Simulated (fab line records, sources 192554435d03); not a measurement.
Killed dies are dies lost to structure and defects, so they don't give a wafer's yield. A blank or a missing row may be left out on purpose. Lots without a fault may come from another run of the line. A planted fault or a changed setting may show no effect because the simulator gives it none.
Chamber matching | flow n5_finfet | N5_BEOL_M11_STRIP_67 on rie_diel-03: 4 sister chambers
The step strips in CF4. 8 wafers are shown with their chamber, then 8 later ones without.

WAFERS WITH THEIR CHAMBER
wafer  | chamber | drypump_motor_current_A (A) | oes_product_au (a.u.)
L080.4 | 2       | 5.4                         | 0.72
L082.4 | 3       | 5.6                         | 0.68
L087.5 | 3       | 5.6                         | 0.68
L087.6 | 2       | 5.5                         | 0.71
L085.3 | 0       | 6.3                         | 0.71
L085.4 | 1       | 6.0                         | 0.81
L085.6 | 0       | 6.3                         | 0.71
L086.1 | 1       | 6.0                         | 0.82

WAFERS WITHOUT THEIR CHAMBER
wafer  | drypump_motor_current_A (A) | oes_product_au (a.u.)
L086.2 | 5.5                         | 0.70
L086.6 | 6.0                         | 0.81
L090.1 | 5.6                         | 0.67
L090.2 | 6.4                         | 0.70
L090.4 | 6.0                         | 0.82
L095.1 | 6.0                         | 0.80
L095.2 | 5.4                         | 0.71
L095.5 | 6.0                         | 0.81

WHICH CHAMBER EACH WENT THROUGH
wafer  | from the rows above     | in truth
L086.2 | can't be placed: 2 or 3 | 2
L086.6 | 1                       | 1
L090.1 | 3                       | 3
L090.2 | 0                       | 0
L090.4 | 1                       | 1
L095.1 | 1                       | 1
L095.2 | 2                       | 2
L095.5 | 1                       | 1
Placed correctly: 7 of 8. Can't be placed from these rows: 1 (the true chamber is among the candidates in 1). Placed wrongly: 0.
How it was worked out, from the rows above alone: a wafer's distance from a chamber is the root of the sum, over the readings, of the square of ((its reading less the chamber's mean) divided by the reading's scatter). The wafer belongs to the nearest chamber; if the next one is less than 2 further off, it can't be placed. A chamber's mean is the mean of its shown wafers. The scatter: the root of (the sum of the squares of (reading less its chamber's mean) over the shown wafers, divided by (wafers less chambers)).
